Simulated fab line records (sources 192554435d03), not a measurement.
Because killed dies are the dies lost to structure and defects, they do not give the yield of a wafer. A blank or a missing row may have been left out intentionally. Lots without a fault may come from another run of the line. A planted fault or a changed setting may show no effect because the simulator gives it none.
Lot-split experiment || flow n5-finfet || 21 wafers read from 7 lots, route of 1938 steps

== THE SPLIT ITSELF ==
At N5_BEOL_M5_ETCH_41 (etches SiCN in CH3F/O2, target depth 31.5 nm, time 56.7 s), the setting source-w was moved away from the recipe's 395 W on 7 of the 21 wafers read, by -16.8% to +11.7%. All remaining wafers had this setting at the recipe value.

Reading taken at the split's own step.

== THE READING ==
rf-vpp-V, in V, at N5_BEOL_M5_ETCH_41 (etches SiCN in CH3F/O2, target depth 31.5 nm, time 56.7 s). On this fab line, fault-free wafers typically give 298.3 V with a standard deviation of 1.6 V.

{"wafer": "L075.1", "tool, chamber at the split": "rie-diel-05, 3", "source-w as run, W": 395, "against the recipe": "recipe", "rf-vpp-V, V": 298.3, "against lot-mates on the recipe": "-"}
{"wafer": "L075.3", "tool, chamber at the split": "rie-diel-05, 1", "source-w as run, W": 395, "against the recipe": "recipe", "rf-vpp-V, V": 298.9, "against lot-mates on the recipe": "-"}
{"wafer": "L075.6", "tool, chamber at the split": "rie-diel-05, 1", "source-w as run, W": 395, "against the recipe": "recipe", "rf-vpp-V, V": 296.7, "against lot-mates on the recipe": "-"}
{"wafer": "L077.1", "tool, chamber at the split": "rie-diel-02, 2", "source-w as run, W": 350.5, "against the recipe": "-11.3%", "rf-vpp-V, V": 312.3, "against lot-mates on the recipe": "+13.9"}
{"wafer": "L077.2", "tool, chamber at the split": "rie-diel-02, 0", "source-w as run, W": 395, "against the recipe": "recipe", "rf-vpp-V, V": 298.4, "against lot-mates on the recipe": "-"}
{"wafer": "L077.5", "tool, chamber at the split": "rie-diel-02, 2", "source-w as run, W": 350.5, "against the recipe": "-11.3%", "rf-vpp-V, V": 312.1, "against lot-mates on the recipe": "+13.7"}
{"wafer": "L080.4", "tool, chamber at the split": "rie-diel-05, 0", "source-w as run, W": 395, "against the recipe": "recipe", "rf-vpp-V, V": 295.0, "against lot-mates on the recipe": "-"}
{"wafer": "L080.5", "tool, chamber at the split": "rie-diel-05, 2", "source-w as run, W": 395, "against the recipe": "recipe", "rf-vpp-V, V": 297.8, "against lot-mates on the recipe": "-"}
{"wafer": "L080.6", "tool, chamber at the split": "rie-diel-05, 3", "source-w as run, W": 395, "against the recipe": "recipe", "rf-vpp-V, V": 298.1, "against lot-mates on the recipe": "-"}
{"wafer": "L082.1", "tool, chamber at the split": "rie-diel-06, 1", "source-w as run, W": 395, "against the recipe": "recipe", "rf-vpp-V, V": 300.8, "against lot-mates on the recipe": "-"}
{"wafer": "L082.2", "tool, chamber at the split": "rie-diel-06, 2", "source-w as run, W": 395, "against the recipe": "recipe", "rf-vpp-V, V": 296.3, "against lot-mates on the recipe": "-"}
{"wafer": "L082.4", "tool, chamber at the split": "rie-diel-06, 3", "source-w as run, W": 328.5, "against the recipe": "-16.8%", "rf-vpp-V, V": 317.2, "against lot-mates on the recipe": "+18.6"}
{"wafer": "L083.1", "tool, chamber at the split": "rie-diel-05, 3", "source-w as run, W": 441.2, "against the recipe": "+11.7%", "rf-vpp-V, V": 287.3, "against lot-mates on the recipe": -9.7}
{"wafer": "L083.4", "tool, chamber at the split": "rie-diel-05, 1", "source-w as run, W": 395, "against the recipe": "recipe", "rf-vpp-V, V": 297.0, "against lot-mates on the recipe": "-"}
{"wafer": "L083.6", "tool, chamber at the split": "rie-diel-05, 0", "source-w as run, W": 441.2, "against the recipe": "+11.7%", "rf-vpp-V, V": 285.5, "against lot-mates on the recipe": -11.5}
{"wafer": "L093.1", "tool, chamber at the split": "rie-diel-05, 3", "source-w as run, W": 439.8, "against the recipe": "+11.3%", "rf-vpp-V, V": 288.4, "against lot-mates on the recipe": -8.4}
{"wafer": "L093.3", "tool, chamber at the split": "rie-diel-05, 1", "source-w as run, W": 395, "against the recipe": "recipe", "rf-vpp-V, V": 296.8, "against lot-mates on the recipe": "-"}
{"wafer": "L093.6", "tool, chamber at the split": "rie-diel-05, 1", "source-w as run, W": 439.8, "against the recipe": "+11.3%", "rf-vpp-V, V": 289.3, "against lot-mates on the recipe": -7.5}
{"wafer": "L097.2", "tool, chamber at the split": "rie-diel-05, 1", "source-w as run, W": 395, "against the recipe": "recipe", "rf-vpp-V, V": 295.6, "against lot-mates on the recipe": "-"}
{"wafer": "L097.3", "tool, chamber at the split": "rie-diel-05, 2", "source-w as run, W": 395, "against the recipe": "recipe", "rf-vpp-V, V": 297.3, "against lot-mates on the recipe": "-"}
{"wafer": "L097.4", "tool, chamber at the split": "rie-diel-05, 3", "source-w as run, W": 395, "against the recipe": "recipe", "rf-vpp-V, V": 299.9, "against lot-mates on the recipe": "-"}

THE FIT
A straight line over all 21 wafers: rf-vpp-V changes by -1.05 V for each +1% of source-w; r = -0.97; the points scatter about the line by 1.8 V.
The same after taking each lot's own level away (the mean of its wafers on the recipe; 21 wafers): -0.991 V for each +1%; r = -0.97; scatter 1.8 V.
That fit puts the effect of the largest move of source-w on the reading at 17 V.
The span of the lots' own levels, 296.80 to 298.55 V, comes to 1.1 times the standard deviation stated above.
The two slopes are in agreement: the lot-to-lot level therefore moves the slope only a little.
Check: for one of the wafers moved furthest among these (-16.8%), held out of the fit, the line's prediction against its lot-mates is +16.8 V. It came out at +18.6 V against them.
Tool readings at the split's step, against how far the setting was moved: rf-vpp-V r = -0.97.

== THESE WAFERS: OTHER SPLITS ==
Note: prior to the reading, these wafers also went through further splits. Each is held against what the fit with the lots' levels taken away leaves over:
{"other split on the same wafers": "N5_BEOL_M0_CUTY_ETCH_63 time-s", "wafers away from the commonest value": 5, "r with rf-vpp-V (lot level and that fit taken away)": -0.18}
{"other split on the same wafers": "N5_BEOL_M1_ILD_DEP_00 time-s", "wafers away from the commonest value": 7, "r with rf-vpp-V (lot level and that fit taken away)": -0.08}
{"other split on the same wafers": "N5_BEOL_M2_ALD_98 ald-cycles", "wafers away from the commonest value": 7, "r with rf-vpp-V (lot level and that fit taken away)": -0.22}
{"other split on the same wafers": "N5_BEOL_M3_EXPOSE_25 dose-mj", "wafers away from the commonest value": 11, "r with rf-vpp-V (lot level and that fit taken away)": -0.07}
{"other split on the same wafers": "N5_BEOL_M3_ALD_98 ald-cycles", "wafers away from the commonest value": 6, "r with rf-vpp-V (lot level and that fit taken away)": "+0.12"}
{"other split on the same wafers": "N5_BEOL_M5_COAT_05 spin-rpm", "wafers away from the commonest value": 8, "r with rf-vpp-V (lot level and that fit taken away)": -0.17}
{"other split on the same wafers": "N5_BEOL_M5_ETCH_72 bias-w", "wafers away from the commonest value": 10, "r with rf-vpp-V (lot level and that fit taken away)": "+0.04"}
{"other split on the same wafers": "N5_BEOL_M5_TRENCH_ETCH_37 bias-w", "wafers away from the commonest value": 11, "r with rf-vpp-V (lot level and that fit taken away)": "+0.35"}

== THE FILE'S OWN FIT ==
rf-vpp-V changes by -1.01 V for each +1% of source-w, r = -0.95.
